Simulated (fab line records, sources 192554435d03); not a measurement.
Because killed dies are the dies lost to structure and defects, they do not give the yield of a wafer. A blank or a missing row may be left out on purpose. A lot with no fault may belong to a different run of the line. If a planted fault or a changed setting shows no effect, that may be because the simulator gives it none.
Which tool did it? | flow n5Finfet | 11 lots, 30 wafers sampled, at 4 steps of a route of 1938

WHAT EACH GAUGE READ, for each wafer
N5_BEOL_M8_THK_MEAS_53: measures by xrf.
lot  | measured     | on           | M8_THK (nm)
L980 | day 10 06:58 | filmMetro-01 | 79.7 81.0
L982 | day 10 10:06 | filmMetro-01 | 82.8 81.4 78.0
L983 | day 10 21:34 | filmMetro-02 | 78.8 82.9 82.0
L984 | day 10 22:25 | filmMetro-01 | 80.8 82.1
L985 | day 11 17:37 | filmMetro-01 | 79.3 80.3 82.3
L988 | day 11 18:11 | filmMetro-01 | 78.5 82.0 81.2
L986 | day 12 00:11 | filmMetro-02 | 80.4 78.4
L995 | day 13 23:42 | filmMetro-02 | 80.6 81.0 78.3
L997 | day 14 19:51 | filmMetro-02 | 83.2 78.1 81.2
L999 | day 14 20:03 | filmMetro-02 | 79.4 78.9 80.6
L101 | day 15 22:22 | filmMetro-01 | 80.5 82.8 79.0

TOOL THAT RAN EACH LOT (tool first, then ch and the chambers of the sampled wafers, then the start)
lot  | N5_BEOL_M8_DESCUM_33              | N5_BEOL_M8_ETCH_65                | N5_BEOL_M8_ALD_77
L980 | rieDiel-02 ch 2,3, day 10 04:02   | rieDiel-02 ch 2,3, day 10 04:05   | aldMetal-02 ch 0,1, day 10 05:22
L982 | rieDiel-03 ch 1,2,3, day 10 05:58 | rieDiel-03 ch 1,2,3, day 10 06:01 | aldMetal-02 ch 0,1,2, day 10 07:25
L983 | rieDiel-02 ch 1,3, day 10 18:36   | rieDiel-02 ch 1,3, day 10 18:39   | aldMetal-03 ch 0,1,3, day 10 19:56
L984 | rieDiel-04 ch 1, day 10 18:46     | rieDiel-04 ch 1, day 10 18:49     | aldMetal-03 ch 1,3, day 10 20:19
L985 | rieDiel-02 ch 1,2,3, day 11 13:29 | rieDiel-02 ch 1,2,3, day 11 13:32 | aldMetal-03 ch 0,1, day 11 14:37
L988 | rieDiel-02 ch 0,2, day 11 14:35   | rieDiel-02 ch 0,2, day 11 14:38   | aldMetal-03 ch 0,1, day 11 16:50
L986 | rieDiel-03 ch 0,3, day 11 21:49   | rieDiel-03 ch 0,3, day 11 21:52   | aldMetal-01 ch 0,3, day 11 22:55
L995 | rieDiel-04 ch 2,3, day 13 19:31   | rieDiel-04 ch 2,3, day 13 19:34   | aldMetal-02 ch 0,2, day 13 21:39
L997 | rieDiel-03 ch 0,1,2, day 14 16:22 | rieDiel-03 ch 0,1,2, day 14 16:25 | aldMetal-02 ch 0,3, day 14 18:26
L999 | rieDiel-04 ch 1,2,3, day 14 16:41 | rieDiel-04 ch 1,2,3, day 14 16:45 | aldMetal-01 ch 0,3, day 14 18:35
L101 | rieDiel-04 ch 0,1,3, day 15 18:27 | rieDiel-04 ch 0,1,3, day 15 18:31 | aldMetal-01 ch 0,2,3, day 15 19:31
- N5_BEOL_M8_DESCUM_33: chemistry O2, time 7 s.
- N5_BEOL_M8_ETCH_65: etches SiARC in CF4, target depth 15.6 nm, time 26 s.
- N5_BEOL_M8_ALD_77: deposits TaN, target thk 2 nm, pulse time 2 s, purge time 3 s.

THE ANSWER, worked out from the rows above alone
Rule: the lots themselves supply what counts as usual. The widest of any qualifying gaps counts: lots, ordered by their means at a reading, are off when they make up no more than a third of the lots, leave a main group of 4 or more, and stand apart from it by 3 or more times the standard deviation of that group's means. A main group whose means are all the same, to the digits that the tables above print for the reading, isn't used. Also off: a lot with no number at a reading for which 4 or more lots have one. All remaining lots with rows at the step are treated as sound.
Across all readings shown, no lot is off: no conclusion can be drawn from this.

WHAT THE SIMULATOR HAD INSERTED
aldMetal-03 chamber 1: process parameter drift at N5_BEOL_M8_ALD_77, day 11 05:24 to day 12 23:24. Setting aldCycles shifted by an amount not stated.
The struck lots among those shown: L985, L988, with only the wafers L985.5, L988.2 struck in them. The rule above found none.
